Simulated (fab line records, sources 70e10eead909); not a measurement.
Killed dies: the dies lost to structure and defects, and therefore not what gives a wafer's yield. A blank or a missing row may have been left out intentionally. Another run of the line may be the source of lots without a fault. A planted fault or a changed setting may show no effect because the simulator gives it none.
Matching of chambers + flow nand_harc + rie_diel-07 running NHARC_A_STAIRCASE_DESCUM_219: 4 sister chambers
The step chemistry O2, time 3 s. 22 wafers are shown with their chamber, then 11 later ones without.

## WAFERS PAIRED WITH THEIR CHAMBERS
| wafer  | chamber | drypump_motor_current_A (A) | showerhead_plenum_p_Torr (Torr) | rf_vpp_V (V) |
|--------|---------|-----------------------------|---------------------------------|--------------|
| L076.1 | 2       | 5.9                         | 1.90                            | 58.5         |
| L076.3 | 3       | 4.9                         | 1.82                            | 56.0         |
| L076.4 | 2       | 5.9                         | 1.90                            | 57.4         |
| L077.1 | 1       | 6.2                         | 1.84                            | 58.3         |
| L077.4 | 3       | 4.8                         | 1.82                            | 57.1         |
| L077.5 | 1       | 6.2                         | 1.84                            | 59.2         |
| L080.2 | 2       | 6.0                         | 1.90                            | 57.5         |
| L080.3 | 1       | 6.3                         | 1.83                            | 57.7         |
| L080.4 | 3       | 4.9                         | 1.82                            | 56.6         |
| L085.1 | 2       | 5.9                         | 1.90                            | 56.9         |
| L085.4 | 0       | 5.8                         | 1.88                            | 58.1         |
| L085.5 | 3       | 4.9                         | 1.81                            | 57.6         |
| L087.1 | 0       | 5.8                         | 1.88                            | 56.1         |
| L087.5 | 0       | 5.8                         | 1.88                            | 56.6         |
| L087.6 | 3       | 4.9                         | 1.81                            | 56.8         |
| L088.1 | 2       | 6.0                         | 1.89                            | 57.1         |
| L088.5 | 1       | 6.3                         | 1.83                            | 57.6         |
| L088.6 | 2       | 5.9                         | 1.89                            | 58.2         |
| L089.1 | 2       | 5.9                         | 1.89                            | 57.4         |
| L089.3 | 3       | 4.9                         | 1.81                            | 57.5         |
| L089.6 | 0       | 5.8                         | 1.88                            | 58.6         |
| L090.2 | 0       | 5.8                         | 1.88                            | 57.0         |

SIGNATURES (averages over the wafers above)
| reading                  | chamber 0 | chamber 1 | chamber 2 | chamber 3 | scatter within a chamber |
|--------------------------|-----------|-----------|-----------|-----------|--------------------------|
| drypump_motor_current_A  | 5.800     | 6.250     | 5.929     | 4.883     | 0.0426                   |
| showerhead_plenum_p_Torr | 1.8800    | 1.8350    | 1.8957    | 1.8150    | 0.00484                  |
| rf_vpp_V                 | 57.280    | 58.200    | 57.571    | 56.933    | 0.736                    |
Rule: for a wafer and a chamber, the distance is found by dividing, reading by reading, the gap between the wafer's reading and the chamber's mean by the reading's scatter, squaring, summing and taking the root. If the next closest chamber is less than 2 further off than the closest, the wafer can't be placed; otherwise it belongs to the closest. The scatter: take each reading less its chamber's mean, square it, sum over the shown wafers, divide by the number of wafers less the number of chambers, and take the root.

## WAFERS WITH NO CHAMBER GIVEN
| wafer  | drypump_motor_current_A (A) | showerhead_plenum_p_Torr (Torr) | rf_vpp_V (V) |
|--------|-----------------------------|---------------------------------|--------------|
| L090.5 | 4.9                         | 1.81                            | 57.1         |
| L090.6 | 5.8                         | 1.88                            | 57.7         |
| L091.2 | 6.3                         | 1.82                            | 57.0         |
| L091.3 | 5.9                         | 1.89                            | 57.1         |
| L091.5 | 4.9                         | 1.81                            | 57.7         |
| L094.2 | 6.3                         | 1.82                            | 56.8         |
| L094.3 | 5.9                         | 1.89                            | 57.6         |
| L094.5 | 6.3                         | 1.82                            | 58.0         |
| L097.1 | 5.9                         | 1.88                            | 56.6         |
| L097.4 | 5.8                         | 1.87                            | 57.2         |
| L097.5 | 5.8                         | 1.87                            | 56.5         |

## CHAMBER TAKEN BY EACH
| wafer  | from the rows above     | in truth |
|--------|-------------------------|----------|
| L090.5 | 3                       | 3        |
| L090.6 | 0                       | 0        |
| L091.2 | 1                       | 1        |
| L091.3 | can't be placed: 2 or 0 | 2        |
| L091.5 | 3                       | 3        |
| L094.2 | 1                       | 1        |
| L094.3 | can't be placed: 2 or 0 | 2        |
| L094.5 | 1                       | 1        |
| L097.1 | can't be placed: 0 or 2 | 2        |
| L097.4 | 0                       | 0        |
| L097.5 | 0                       | 0        |
Placed correctly: 8 of 11. Not placeable from these rows: 3 (in 3, the candidates include the true chamber). Wrongly placed: 0.
